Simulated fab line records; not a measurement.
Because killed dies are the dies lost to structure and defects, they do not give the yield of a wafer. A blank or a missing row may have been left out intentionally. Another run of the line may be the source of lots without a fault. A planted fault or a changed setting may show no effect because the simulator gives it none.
Which tool is to blame? ; flow nand harc ; 12 lots with 36 wafers sampled at 5 steps, on a route of 1159 steps

## WHAT EACH GAUGE READ, for each wafer
NHARC_END_SORT_01.
lot;measured;on;killed at array;killed at other;killed at periphery;killed dies;killed open;killed short
L828;day 22 03:00;prober-01;36 38;0 0;4 7;40 45;6 2;4 4
L829;day 22 02:53;prober-02;12 34;3 0;3 1;18 35;2 5;3 1
L831;day 23 12:23;prober-02;37 45 31;1 0 0;7 632 2;45 677 33;7 2 3;4 2 2
L833;day 23 06:13;prober-02;17 29 24;0 0 0;660 1 0;677 30 24;1 4 1;4 3 2

## EACH LOT AND THE TOOL THAT RAN IT (in order: tool; ch and the chambers of the sampled wafers; start)
lot;NHARC_P_GATE_DEGAS_109;NHARC_P_CONTACT_ETCH_18;NHARC_P_CONTACT_ETCH_31;NHARC_P_CONTACT_DEGAS_38
L817;pvd sputter-03, day 5 23:03;rie diel-01 ch 0,3, day 6 02:21;rie diel-01 ch 2,3, day 6 03:28 or earlier;pvd sputter-03, day 6 03:28
L820;pvd sputter-02, day 6 12:04;rie diel-06 ch 1,2,3, day 6 15:37;rie diel-06 ch 0,1,2, day 6 16:43 or earlier;pvd sputter-03, day 6 16:43
L822;pvd sputter-01, day 6 23:43;rie diel-07 ch 0,3, day 7 03:02;rie diel-07 ch 0,2,3, day 7 04:08 or earlier;pvd sputter-02, day 7 04:08
L826;pvd sputter-03, day 7 23:53;rie diel-06 ch 1,2,3, day 8 03:37;rie diel-06 ch 0,1,3, day 8 04:44 or earlier;pvd sputter-03, day 8 04:44
L825;pvd sputter-01, day 8 00:11;rie diel-07 ch 0,1, day 8 03:32;rie diel-07 ch 1,2, day 8 04:40 or earlier;pvd sputter-02, day 8 04:40
L828;pvd sputter-03, day 8 18:28;rie diel-06 ch 0,2, day 8 21:55;rie diel-06 ch 2,3, day 8 23:00 or earlier;pvd sputter-01, day 8 23:00
L829;pvd sputter-03, day 8 23:01;rie diel-06 ch 0,2,3, day 9 02:26;rie diel-06 ch 0,2, day 9 03:31 or earlier;pvd sputter-02, day 9 03:31
L830;pvd sputter-03, day 9 03:36;rie diel-07 ch 0,1,2, day 9 07:02;rie diel-07 ch 0,1,3, day 9 08:08 or earlier;pvd sputter-01, day 9 08:08
L831;pvd sputter-02, day 9 03:56;rie diel-06 ch 0,1,3, day 9 07:25;rie diel-06 ch 1,2,3, day 9 08:32 or earlier;pvd sputter-02, day 9 08:32
L832;pvd sputter-02, day 9 16:01;rie diel-01 ch 0,1,3, day 9 19:24;rie diel-01 ch 1,2,3, day 9 20:35 or earlier;pvd sputter-01, day 9 20:35
L833;pvd sputter-03, day 9 16:55;rie diel-06 ch 1,2, day 9 20:08;rie diel-06 ch 0,3, day 9 21:14 or earlier;pvd sputter-03, day 9 21:14
L838;pvd sputter-03, day 11 01:03;rie diel-07 ch 2,3, day 11 04:31;rie diel-07 ch 0,2,3, day 11 05:37 or earlier;pvd sputter-02, day 11 05:37
- NHARC_P_GATE_DEGAS_109: time 60 s.
- NHARC_P_CONTACT_ETCH_18: etches the open film in C4F8/O2/Ar, target depth 481 nm, time 240.5 s.
- NHARC_P_CONTACT_ETCH_31: etches the open film in CH3F/O2, target depth 30 nm, time 85.7 s.
- NHARC_P_CONTACT_DEGAS_38: time 60 s.

## WHAT THE TOOLS THEMSELVES READ (means of the sampled wafers that have a number; where no wafer has one, the mark that the record gives instead)
NHARC_P_GATE_DEGAS_109.
lot;tool;heater power w (W)
L817;pvd sputter-03;449
L820;pvd sputter-02;420
L822;pvd sputter-01;493
L826;pvd sputter-03;481
L825;pvd sputter-01;427
L828;pvd sputter-03;474
L829;pvd sputter-03;465
L830;pvd sputter-03;468
L831;pvd sputter-02;414
L832;pvd sputter-02;456
L833;pvd sputter-03;470
L838;pvd sputter-03;454

NHARC_P_CONTACT_ETCH_18.
lot;tool;oes product au (a.u.);rf vpp V (V);run length s (s)
L817;rie diel-01;0.936;974;261.8
L820;rie diel-06;0.972;982;261.6
L822;rie diel-07;0.943;982;261.8
L826;rie diel-06;0.920;980;261.6
L825;rie diel-07;0.965;973;261.5
L828;rie diel-06;0.964;984;261.8
L829;rie diel-06;0.953;978;261.5
L830;rie diel-07;0.968;972;261.9
L831;rie diel-06;0.931;978;239.4
L832;rie diel-01;0.966;974;262.0
L833;rie diel-06;0.956;985;240.2
L838;rie diel-07;0.970;975;261.8

NHARC_P_CONTACT_ETCH_31.
lot;tool;drypump motor current A (A);mfc ar sccm (sccm);oes product au (a.u.);rf vpp V (V);run length s (s);showerhead plenum p Torr (Torr);throttle valve pct (%)
L817;rie diel-01;5.6;199.7;0.980;244.6;106.8;2.48;20.661
L820;rie diel-06;5.8;199.8;0.975;245.9;106.8;2.55;20.676
L822;rie diel-07;5.8;200.0;0.972;243.9;107.1;2.43;20.664
L826;rie diel-06;5.9;199.7;0.945;245.4;106.6;2.46;20.666
L825;rie diel-07;5.8;200.4;0.975;242.6;107.0;2.33;20.659
L828;rie diel-06;6.3;200.6;0.982;245.4;107.6;2.50;20.660
L829;rie diel-06;5.9;200.1;0.979;244.8;106.7;2.50;20.669
L830;rie diel-07;5.7;200.0;0.978;243.8;106.8;2.45;20.666
L831;rie diel-06;6.1;199.8;0.964;245.4;106.9;2.51;20.663
L832;rie diel-01;5.5;200.3;0.992;243.5;106.7;2.40;20.674
L833;rie diel-06;6.0;199.9;0.966;243.9;106.5;2.41;20.662
L838;rie diel-07;5.8;200.0;0.974;242.5;107.0;2.42;20.665

NHARC_P_CONTACT_DEGAS_38.
lot;tool;heater power w (W)
L817;pvd sputter-03;477
L820;pvd sputter-03;491
L822;pvd sputter-02;501
L826;pvd sputter-03;465
L825;pvd sputter-02;467
L828;pvd sputter-01;431
L829;pvd sputter-02;528
L830;pvd sputter-01;423
L831;pvd sputter-02;464
L832;pvd sputter-01;423
L833;pvd sputter-03;471
L838;pvd sputter-02;432

## THE ANSWER, worked out from the rows above alone
Rule: the lots themselves supply what counts as usual. Put in order of their means at a reading, lots are off if they are a third of the lots or fewer, leave a main group of 4 or more, and stand apart from it by a gap of 3 or more times the standard deviation of the main group's means; of several such gaps the widest counts. A main group whose means are all the same, to the digits that the tables above print for the reading, isn't used. A lot without any number at a reading at which 4 lots or more have one is off too. Where the step has rows for the other lots, those lots are counted as sound. First the gauges in route order, then the tools' own readings, where a lot's mean is used as printed above. At the first step where some lot is off, the reading lying furthest off is the one used; lots without a number count as furthest.
Off, at NHARC_P_CONTACT_ETCH_18 on run length s: L831, L833. Main group: mean 261.7 s, sd 0.16.
A tool fits if, at that step or a process step before it, it ran every lot that is off, and no sound lot after the first of them. One fits: rie diel-06 at NHARC_P_CONTACT_ETCH_18. A fault onset in the window from L829 (day 9 02:26, its last sound lot) to L831 (day 9 07:25, its first lot off) fits.
On the lots that are off, the tool's own readings at NHARC_P_CONTACT_ETCH_18 differ by more than 5 times the standard deviation of the sound lots' means, which bears it out; run length s reads 239.8 s there versus 261.7 s on the sound lots.

## WHAT THE SIMULATOR HAD PUT IN
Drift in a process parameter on rie diel-06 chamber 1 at NHARC_P_CONTACT_ETCH_18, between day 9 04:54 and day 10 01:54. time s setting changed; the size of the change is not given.
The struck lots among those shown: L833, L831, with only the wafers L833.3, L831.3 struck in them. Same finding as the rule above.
